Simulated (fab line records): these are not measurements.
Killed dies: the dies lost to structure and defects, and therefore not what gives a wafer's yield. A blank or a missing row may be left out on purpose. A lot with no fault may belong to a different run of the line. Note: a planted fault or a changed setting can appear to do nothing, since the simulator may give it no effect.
Matching of chambers + flow n5-finfet + rie-diel-04 running N5_BEOL_M4_ETCH_69: 4 sister chambers
The step etches SiARC in CF4, target depth 15.6 nm, time 26 s. 7 wafers are shown with their chamber, then 7 later ones without.

WAFERS, EACH WITH ITS CHAMBER
| wafer  | chamber | drypump-motor-current-A (A) | showerhead-plenum-p-Torr (Torr) |
|--------|---------|-----------------------------|---------------------------------|
| L077.3 | 2       | 6.1                         | 2.10                            |
| L090.1 | 1       | 6.3                         | 2.07                            |
| L094.1 | 0       | 5.8                         | 2.28                            |
| L094.3 | 1       | 6.3                         | 2.06                            |
| L094.4 | 3       | 5.1                         | 2.17                            |
| L091.1 | 3       | 5.1                         | 2.17                            |
| L091.2 | 0       | 5.7                         | 2.27                            |

WAFERS WITH NO CHAMBER GIVEN
| wafer  | drypump-motor-current-A (A) | showerhead-plenum-p-Torr (Torr) |
|--------|-----------------------------|---------------------------------|
| L091.4 | 6.1                         | 2.09                            |
| L096.2 | 6.1                         | 2.09                            |
| L096.4 | 5.1                         | 2.17                            |
| L096.6 | 6.3                         | 2.06                            |
| L097.3 | 6.1                         | 2.09                            |
| L097.5 | 5.1                         | 2.17                            |
| L097.6 | 5.7                         | 2.27                            |

CHAMBER TAKEN BY EACH
| wafer  | from the rows above | in truth |
|--------|---------------------|----------|
| L091.4 | 2                   | 2        |
| L096.2 | 2                   | 2        |
| L096.4 | 3                   | 3        |
| L096.6 | 1                   | 1        |
| L097.3 | 2                   | 2        |
| L097.5 | 3                   | 3        |
| L097.6 | 0                   | 0        |
Correctly placed: 7 of 7. Left unplaced by these rows: 0. Wrongly placed: 0.
How it was worked out, from the rows above alone: a wafer's distance from a chamber is the root of the sum, over the readings, of the square of ((its reading less the chamber's mean) divided by the reading's scatter). If the next closest chamber is less than 2 further off than the closest, the wafer can't be placed; otherwise it belongs to the closest. The mean given for a chamber averages the wafers shown for that chamber. The scatter is the square root of a quotient: the sum, over the shown wafers, of each reading's squared deviation from its chamber's mean, divided by wafers minus chambers.
